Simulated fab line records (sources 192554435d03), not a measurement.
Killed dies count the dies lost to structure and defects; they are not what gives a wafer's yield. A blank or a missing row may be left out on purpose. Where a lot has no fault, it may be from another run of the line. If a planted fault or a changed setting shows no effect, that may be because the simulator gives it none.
fab line records | flow n5-finfet
[record] lots = 10 | wafers = 27 | last-day = 18
route steps=1938 shown BEOL_M14@1729 BEOL_M15@1773 PASSIVATION@1936
lots untouched by any fault: they come from a run of this same line in which no faults occurred
start-h: the number of hours between the record's first day and the start of the first shown wafer of the lot | wait-h: hours elapsed since this lot's preceding step | " the same as in the row above | L1.1+2: a single row standing in for several wafers | - no value, or no start was given | * or withheld: withheld | < > ~ a bound
route shown NAME@n: NAME is a module with steps in the file, n the number in the route of the first one | usual: average and standard deviation across the fault-free wafers | same: alike in all rows | chamber/n: place in a boat | sites: the reading at each site | _std_site: standard deviation of those values | _edge_site: the outer-site mean with the inner-site mean subtracted | radius-mm: for every site, how far away it sits from the centre of the wafer | mask NAME#n: copy n | behind: the most recent tool/chamber to have shaped the wafer | hold: why the lot was held/for how many hours/how that ended | device: whichever transistor did not switch (one of n, p or np) | end of line: at the end of the route, the tests of the same wafers | for a step that has no rows: nothing shown but its recipe | killed: the dies lost at the first sort to structure and to defects; this is not the yield of the wafer | map: shows each die of a wafer: x if killed, . if not, _ if none is there
set.NAME: the setting the step ran with; set.NAME@STEP: the setting that earlier step ran with | model.NAME: the simulator's own value behind a step, which no gauge read
steps of the route over a sample of lots; a table a step, a row a wafer
services: the hour from which a tool's chamber was out of use, counted from the record's first day as start-h (under 0 if before that day), plus the number of hours and why
[[steps]]
[step N5_BEOL_M14_DESCUM_15]
[recipe] chemistry = O2 | time-s = 7.9 | source-power-w = 50 | bias-power-w = 20 | pressure-mtorr = 20 | rf-frequency-hz = 2.712e+07 | temp-c = 40 | o2-flow-sccm = 225
[usual] bias-power-w = 20.00/0.057 | drypump-motor-current-A = 6.0/0.42 | oes-product-au = 0.81/0.081 | rf-vpp-V = 243.5/1.5 | showerhead-plenum-p-Torr = 2.11/0.072 | throttle-valve-pct = 20.33/0.21
lot.wafer | tool        | chamber | start-h | wait-h | bias-power-w | drypump-motor-current-A | oes-product-au | rf-hours-counter-h | rf-vpp-V | showerhead-plenum-p-Torr | throttle-valve-pct
L303.1    | rie-diel-02 | 3       | 256.65  | 0.0    | 19.98        | 6.8                     | 1.00           | 0                  | 241.9    | 2.04                     | 20.35
L303.4    | "           | 1       | "       | "      | 20.13        | 6.3                     | 0.80           | 84                 | 243.0    | 2.12                     | 20.47
L303.6    | "           | 3       | "       | "      | 20.02        | 6.8                     | 0.99           | -                  | 243.2    | 2.04                     | 20.36
L304.2    | rie-diel-06 | 2       | 263.72  | 0.1    | 19.96        | 4.9                     | 0.70           | 245                | 244.1    | 2.08                     | 20.59
L304.3    | "           | 0       | "       | "      | 20.03        | 6.4                     | 0.72           | 166                | 243.5    | 2.08                     | 20.21
L304.6    | "           | 3       | "       | "      | 20.02        | 6.4                     | 0.76           | -                  | 244.3    | 2.19                     | 20.52
L305.1    | rie-diel-06 | 3       | 283.48  | 0.0    | 20.01        | 6.4                     | 0.75           | 171                | 244.1    | 2.18                     | 20.54
L305.3    | "           | 1       | "       | "      | 19.97        | 5.8                     | 0.78           | 130                | 241.7    | 2.02                     | 20.32
L305.6    | "           | 0       | "       | "      | 19.90        | 6.4                     | 0.73           | -                  | 242.1    | 2.08                     | 20.23
L309.1    | rie-diel-04 | 1       | 295.38  | 0.0    | 19.97        | 5.8                     | 0.87           | 35                 | 242.6    | 2.12                     | 20.19
L309.3    | "           | 2       | "       | "      | 19.99        | 6.0                     | 0.78           | 120                | 244.8    | 2.18                     | 20.36
L309.5    | "           | 3       | "       | "      | 20.00        | 5.8                     | 0.91           | -                  | 244.5    | 2.23                     | 19.84
L306.2    | rie-diel-06 | 3       | 296.42  | 0.1    | 20.00        | 6.4                     | 0.75           | 176                | 243.9    | 2.18                     | 20.55
L306.6    | "           | 3       | "       | "      | 20.01        | 6.4                     | 0.75           | -                  | 244.3    | 2.18                     | 20.53
L311.2    | rie-diel-06 | 2       | 305.27  | 0.0    | 20.02        | 4.9                     | 0.97           | 4                  | 243.6    | 2.07                     | 20.26
L311.3    | "           | 0       | "       | "      | 19.97        | 6.4                     | 0.71           | 183                | 242.7    | 2.08                     | 20.25
L311.4    | "           | 3       | "       | "      | 19.98        | 6.4                     | 0.74           | 180                | 244.1    | 2.18                     | 20.55
L313.3    | rie-diel-04 | 0       | 309.96  | 0.4    | 19.91        | 5.9                     | 0.83           | 85                 | 244.6    | 2.19                     | 20.58
L313.4    | "           | 2       | "       | "      | 19.98        | 6.0                     | 0.78           | 125                | 247.1    | 2.17                     | 20.38
L313.6    | "           | 0       | "       | "      | 19.95        | 5.9                     | 0.82           | -                  | 245.9    | 2.19                     | 20.59
L322.5    | rie-diel-04 | 0       | 366.59  | 0.0    | 19.90        | 5.9                     | 0.79           | -                  | 245.7    | 2.18                     | 20.60
L322.6    | "           | 3       | "       | "      | 20.12        | 5.9                     | 0.87           | -                  | 244.1    | 2.22                     | 19.87
L323.5    | rie-diel-02 | 2       | 367.45  | 0.4    | 20.04        | 5.9                     | 0.89           | -                  | 242.5    | 2.03                     | 20.18
L323.6    | "           | 3       | "       | "      | 19.97        | 6.8                     | 0.87           | -                  | 242.3    | 2.03                     | 20.41
L325.4    | rie-diel-04 | 2       | 398.24  | 0.0    | 20.00        | 6.0                     | 0.75           | 151                | 244.6    | 2.16                     | 20.40
L325.5    | "           | 2       | "       | "      | 20.02        | 6.0                     | 0.75           | -                  | 243.8    | 2.16                     | 20.42
L325.6    | "           | 1       | "       | "      | 20.00        | 5.9                     | 0.83           | -                  | 245.0    | 2.11                     | 20.26
[step N5_BEOL_M14_DESCUM_33]
[recipe] chemistry = O2 | time-s = 7.9 | source-power-w = 50 | bias-power-w = 20 | pressure-mtorr = 20 | rf-frequency-hz = 2.712e+07 | temp-c = 40 | o2-flow-sccm = 225
[usual] bias-power-w = 19.99/0.064 | drypump-motor-current-A = 6.0/0.41 | oes-product-au = 0.81/0.083 | rf-vpp-V = 243.5/1.6 | showerhead-plenum-p-Torr = 2.11/0.074 | throttle-valve-pct = 20.32/0.21
lot.wafer | tool        | chamber | start-h | wait-h | bias-power-w | drypump-motor-current-A | oes-product-au | rf-hours-counter-h | rf-vpp-V | showerhead-plenum-p-Torr | throttle-valve-pct
L303.1    | rie-diel-04 | 2       | 257.90  | 0.4    | 20.01        | 5.9                     | 0.79           | 105                | 244.6    | 2.18                     | 20.35
L303.4    | "           | 1       | "       | "      | 20.05        | 5.8                     | 0.90           | 23                 | 242.2    | 2.13                     | 20.17
L303.6    | "           | 1       | "       | "      | 20.00        | 5.8                     | 0.90           | -                  | 245.4    | 2.13                     | 20.17
L304.2    | rie-diel-06 | 2       | 264.85  | 0.2    | 19.95        | 4.9                     | 0.70           | 246                | 240.7    | 2.08                     | 20.61
L304.3    | "           | 1       | "       | "      | 19.92        | 5.8                     | 0.77           | 122                | 242.1    | 2.03                     | 20.32
L304.6    | "           | 0       | "       | "      | 19.92        | 6.3                     | 0.72           | -                  | 242.5    | 2.08                     | 20.21
L305.1    | rie-diel-04 | 1       | 284.34  | 0.0    | 19.96        | 5.8                     | 0.89           | 32                 | 244.2    | 2.12                     | 20.19
L305.3    | "           | 2       | "       | "      | 20.15        | 6.0                     | 0.79           | 116                | 245.3    | 2.18                     | 20.35
L305.6    | "           | 3       | "       | "      | 20.01        | 5.8                     | 0.92           | -                  | 244.6    | 2.23                     | 19.84
L309.1    | rie-diel-02 | 0       | 296.35  | 0.0    | 20.03        | 5.8                     | 0.68           | 225                | 241.4    | 2.00                     | 20.47
L309.3    | "           | 2       | "       | "      | 19.97        | 5.9                     | 0.93           | 23                 | 242.4    | 2.04                     | 20.14
L309.5    | "           | 3       | "       | "      | 20.05        | 6.8                     | 0.92           | -                  | 242.7    | 2.03                     | 20.37
L306.2    | rie-diel-02 | 1       | 297.34  | 0.1    | 19.94        | 6.3                     | 0.79           | 101                | 242.4    | 2.11                     | 20.50
L306.6    | "           | 2       | "       | "      | 19.95        | 5.9                     | 0.94           | -                  | 242.6    | 2.04                     | 20.14
L311.2    | rie-diel-06 | 1       | 306.12  | 0.0    | 19.98        | 5.7                     | 0.76           | 139                | 241.9    | 2.02                     | 20.33
L311.3    | "           | 2       | "       | "      | 19.95        | 4.9                     | 0.97           | 4                  | 244.1    | 2.07                     | 20.26
L311.4    | "           | 3       | "       | "      | 19.97        | 6.4                     | 0.74           | 181                | 245.0    | 2.18                     | 20.55
L313.3    | rie-diel-06 | 2       | 311.26  | 0.5    | 20.04        | 4.9                     | 0.97           | 7                  | 244.5    | 2.07                     | 20.28
L313.4    | "           | 1       | "       | "      | 19.96        | 5.8                     | 0.76           | 142                | 242.0    | 2.02                     | 20.36
L313.6    | "           | 0       | "       | "      | 20.05        | 6.4                     | 0.71           | -                  | 243.7    | 2.07                     | 20.25
L322.5    | rie-diel-06 | 1       | 367.61  | 0.1    | 20.02        | 5.8                     | 0.74           | -                  | 241.4    | 2.01                     | 20.37
L322.6    | "           | 2       | "       | "      | 19.88        | 4.9                     | 0.91           | -                  | 241.7    | 2.07                     | 20.28
L323.5    | rie-diel-04 | 1       | 368.74  | 0.4    | 20.01        | 5.8                     | 0.84           | -                  | 243.9    | 2.11                     | 20.24
L323.6    | "           | 0       | "       | "      | 20.03        | 5.9                     | 0.79           | -                  | 247.3    | 2.18                     | 20.61
L325.4    | rie-diel-06 | 3       | 399.25  | 0.1    | 19.97        | 6.4                     | 0.72           | -                  | 243.0    | 2.17                     | 20.60
L325.5    | "           | 1       | "       | "      | 19.92        | 5.8                     | 0.74           | -                  | 241.2    | 2.01                     | 20.39
L325.6    | "           | 0       | "       | "      | 19.98        | 6.4                     | 0.68           | -                  | 243.2    | 2.06                     | 20.29
[step N5_BEOL_M14_ECD_47]
[recipe] material = Cu | target-thk-a = 12480
lot.wafer  | tool      | chamber | start-h | wait-h
L303.1+4+6 | ecd-cu-01 | 1,1,0   | 259.30  | 0.1
L304.2+3+6 | ecd-cu-01 | 1,0,0   | 269.08  | 0.1
L305.1+3+6 | ecd-cu-01 | 0       | 287.22  | 0.1
L309.1+3+5 | ecd-cu-01 | 1,0,0   | 304.46  | 0.1
L306.2+6   | ecd-cu-02 | 0,1     | 304.82  | 0.1
L311.2+3+4 | ecd-cu-01 | 0,0,1   | 308.28  | 0.1
L313.3+4+6 | ecd-cu-01 | 1,0,0   | 314.36  | 0.1
L322.5+6   | ecd-cu-01 | 1,0     | 369.75  | 0.1
L323.5+6   | ecd-cu-01 | 1,0     | 372.79  | 0.1
L325.4+5+6 | ecd-cu-02 | 1,0,1   | 402.40  | 0.2
[step N5_BEOL_M14_CMP_49]
[recipe] stop-on = SiO2 | t-overpolish-s = 5.2 | down-force-psi = 2 | platen-rpm = 80 | clearing-platen-down-force-psi = 2 | clearing-platen-rpm = 80 | post-cmp-clean = cu-alkaline | target-thk-nm = 560 | clearing-platen-pad-velocity-m-s = 1.5917 | pad-velocity-m-s = 1.5917
[usual] motor-current-A = 8.2/0.92 | time-to-endpoint-s = 120/4.7
lot.wafer | tool   | chamber | start-h | wait-h | motor-current-A | time-to-endpoint-s
L303.4    | cmp-01 | 0       | 259.83  | 0.2    | 8.0             | 114
L303.1    | "      | 1       | "       | "      | 7.9             | 121
L303.6    | "      | 3       | "       | "      | 7.8             | 123
L304.3    | cmp-03 | 3       | 270.15  | 0.2    | 8.6             | 132
L304.2    | "      | 1       | "       | "      | 6.8             | 124
L304.6    | "      | 3       | "       | "      | 8.3             | 131
L305.1    | cmp-02 | 1       | 287.86  | 0.3    | 9.3             | 118
L305.3    | "      | 3       | "       | "      | 8.4             | 116
L305.6    | "      | 1       | "       | "      | 9.8             | 118
L309.1    | cmp-03 | 1       | 305.45  | 0.4    | 6.4             | 119
L309.3    | "      | 2       | "       | "      | 9.8             | 123
L309.5    | "      | 0       | "       | "      | 8.7             | 118
L306.2    | cmp-03 | 0       | 306.13  | 0.5    | 8.5             | 117
L306.6    | "      | 0       | "       | "      | 8.4             | 116
L311.2    | cmp-01 | 1       | 309.25  | 0.4    | 8.2             | 124
L311.3    | "      | 2       | "       | "      | 6.3             | 125
L311.4    | "      | 3       | "       | "      | 7.8             | 122
L313.3    | cmp-01 | 3       | 314.79  | 0.2    | 8.1             | 120
L313.4    | "      | 1       | "       | "      | 8.0             | 116
L313.6    | "      | 3       | "       | "      | 8.2             | 120
L322.5    | cmp-02 | 2       | 370.29  | 0.2    | 7.8             | 121
L322.6    | "      | 3       | "       | "      | 8.9             | 49
L323.6    | cmp-02 | 1       | 373.31  | 0.2    | 9.7             | 45
L323.5    | "      | 2       | "       | "      | 7.5             | 121
L325.4    | cmp-01 | 2       | 403.15  | 0.2    | 6.5             | 132
L325.5    | "      | 1       | "       | "      | 8.1             | 125
L325.6    | "      | 2       | "       | "      | 6.4             | 134
[step N5_BEOL_M15_ILD_DEP_00]
[recipe] material = SiO2 | target-thk-a = 16293 | temp-c = 400 | precursor = TEOS/O2 | pressure-torr = 6.5 | rf-w = 900 | teos-flow-sccm = 161.4 | gas = O2 | flow-sccm = 2650 | time-s = 346.1
[usual] heater-power-w = 581/95 | showerhead-plenum-p-Torr = 8.35/0.038 | susceptor-temp-C = 400.01/0.22 | throttle-valve-pct = 18.4/0.87
lot.wafer | tool     | chamber | start-h | wait-h | heater-power-w | showerhead-plenum-p-Torr | susceptor-temp-C | throttle-valve-pct
L303.1    | pecvd-04 | 1       | 260.45  | 0.0    | 492            | 8.30                     | 399.92           | 19.2
L303.4    | "        | 1       | "       | "      | 577            | 8.28                     | 399.99           | 18.8
L303.6    | "        | 2       | "       | "      | 673            | 8.33                     | 400.22           | 17.1
L304.2    | pecvd-03 | 1       | 270.64  | 0.0    | 633            | 8.31                     | 400.38           | 19.8
L304.3    | "        | 0       | "       | "      | 556            | 8.47                     | 399.73           | 17.6
L304.6    | "        | 1       | "       | "      | 514            | 8.33                     | 400.02           | 20.2
L305.1    | pecvd-02 | 2       | 288.31  | 0.0    | 568            | 8.33                     | 400.01           | 18.0
L305.3    | "        | 1       | "       | "      | 531            | 8.36                     | 399.89           | 18.2
L305.6    | "        | 1       | "       | "      | 412            | 8.36                     | 399.89           | 18.6
L309.1    | pecvd-03 | 1       | 305.90  | 0.0    | 604            | 8.32                     | 399.78           | 20.2
L309.3    | "        | 2       | "       | "      | 425            | 8.37                     | 399.83           | 17.3
L309.5    | "        | 2       | "       | "      | 479            | 8.37                     | 400.02           | 17.6
L306.2    | pecvd-04 | 0       | 306.58  | 0.0    | 617            | 8.34                     | 400.10           | 19.1
L306.6    | "        | 2       | "       | "      | 706            | 8.34                     | 399.59           | 17.2
L311.2    | pecvd-02 | 2       | 309.73  | 0.0    | 621            | 8.34                     | 400.24           | 18.4
L311.3    | "        | 0       | "       | "      | 610            | 8.37                     | 400.11           | 17.3
L311.4    | "        | 1       | "       | "      | 531            | 8.35                     | 399.96           | 18.4
L313.3    | pecvd-02 | 1       | 315.28  | 0.0    | 520            | 8.36                     | 400.25           | 18.5
L313.4    | "        | 2       | "       | "      | 564            | 8.32                     | 399.84           | 18.4
L313.6    | "        | 0       | "       | "      | 697            | 8.36                     | 400.02           | 17.8
L322.5    | pecvd-04 | 2       | 370.73  | 0.1    | 546            | 8.33                     | 399.93           | 17.3
L322.6    | "        | 1       | "       | "      | 462            | 8.31                     | 399.56           | 19.1
L323.5    | pecvd-04 | 0       | 373.76  | 0.1    | 578            | 8.34                     | 400.11           | 19.2
L323.6    | "        | 1       | "       | "      | 574            | 8.30                     | 399.85           | 19.2
L325.4    | pecvd-02 | 0       | 403.71  | 0.1    | 687            | 8.36                     | 400.20           | 17.7
L325.5    | "        | 0       | "       | "      | 510            | 8.36                     | 399.80           | 17.5
L325.6    | "        | 2       | "       | "      | 691            | 8.32                     | 400.03           | 18.6
[step N5_PASSIVATION_PROBE_49]
[usual] defect-limited-yield = 91.5/1.4 | killed_at_M0_to_M3 = 32/11 | killed_at_M4_up = 12/4.4 | killed-at-contacts = 13/6.1 | killed-at-front-end = 39/12 | killed-at-other = 3.9/3 | killed-dies = 100/17 | killed-open = 66/12 | killed-short = 33/7.4 | sort_bin_5_function = 5.0/0.95 | sort_bin_6_memory = 3.2/0.66 | sort_bin_8_speed = 0.0/0.33 | sort-n-pass = 1079/17 | sort-yield-pct = 91.4/1.5
[same] gross-dies = 1180 | killed-at-back-side = 0 | sort_bin_4_leakage[%] = 0
lot.wafer | tool      | chamber | start-h | wait-h | defect-limited-yield[%] | killed_at_M0_to_M3 | killed_at_M4_up | killed-at-contacts | killed-at-front-end | killed-at-other | killed-dies | killed-open | killed-short | sort_bin_5_function[%] | sort_bin_6_memory[%] | sort_bin_8_speed[%] | sort-n-pass | sort-yield-pct[%]
L323.5    | prober-02 | -       | 396.92  | 0.2    | 93.3                    | 22                 | 13              | 15                 | 26                  | 3               | 79          | 55          | 23           | 3.8                    | 2.9                  | 0                   | 1101        | 93.3
// killed by level:class
L323.5 MOL_CONTACT_COAG:geometric-particle:open=15 STI_FIN_REVEAL:geometric-particle:open=8 DUMMY_GATE:geometric-particle:open=5 BEOL_M0_SAQP:geometric-particle:short=5 FIN_SAQP:geometric-particle:open=4 GATE_CUT:geometric-particle:short=4 BEOL_M0_SAQP:geometric-particle:open=4 BEOL_M4:geometric-particle:open=4
[[services]]
tool        | chamber | start-h | hours | kind
cmp-02      | -       | 239.83  | 4.0   | pm
ecd-cu-01   | -       | 242.54  | 4.9   | pm
cmp-01      | -       | 251.56  | 4.0   | pm
cmp-02      | -       | 256.58  | 0.3   | repair
cmp-01      | -       | 260.01  | 6.3   | pm
pecvd-02    | -       | 266.68  | 5.9   | repair
rie-diel-06 | -       | 279.75  | 0.6   | repair
pecvd-03    | 2       | 281.80  | 4.3   | repair
pecvd-03    | -       | 307.84  | 0.5   | repair
cmp-03      | -       | 311.23  | 4.0   | pm
pecvd-03    | 0       | 320.29  | 13.8  | repair
pecvd-02    | -       | 332.83  | 0.4   | repair
cmp-03      | -       | 337.01  | 3.0   | pm
cmp-03      | -       | 353.25  | 6.8   | pm
cmp-03      | -       | 360.92  | 2.5   | repair
rie-diel-04 | 2       | 365.46  | 5.0   | repair
cmp-03      | -       | 366.71  | 1.0   | repair
cmp-03      | -       | 367.73  | 0.4   | repair
rie-diel-04 | -       | 376.07  | 3.0   | repair
pecvd-03    | 2       | 377.01  | 8.5   | repair
cmp-02      | -       | 379.83  | 0.6   | repair
pecvd-02    | -       | 387.42  | 0.9   | repair
rie-diel-06 | 2       | 398.58  | 13.6  | repair
cmp-03      | -       | 400.77  | 1.5   | repair
[[key]]
[first-sign] step = N5_BEOL_M14_CMP_49 | reading = time-to-endpoint-s | direction = down | sigmas = 16 | usual = * | struck = *
effect none on later readings
met-at N5_BEOL_M14_ECD_47
struck-lots L322,L323
struck-wafers L322.6,L323.6
not-acting-at N5_BEOL_M14_DESCUM_15,N5_BEOL_M14_DESCUM_33,N5_BEOL_M15_ILD_DEP_00
onset-between 314.36 369.75
[fault] kind = process-parameter-drift | tool = ecd-cu-01 | chamber = - | onset-h = 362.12 | steps = N5_BEOL_M14_ECD_47 | channel = target-thk-a | offset = * | shape = step | end-h = 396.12 | scope = struck-wafers-only | acts-in = * | stated = *
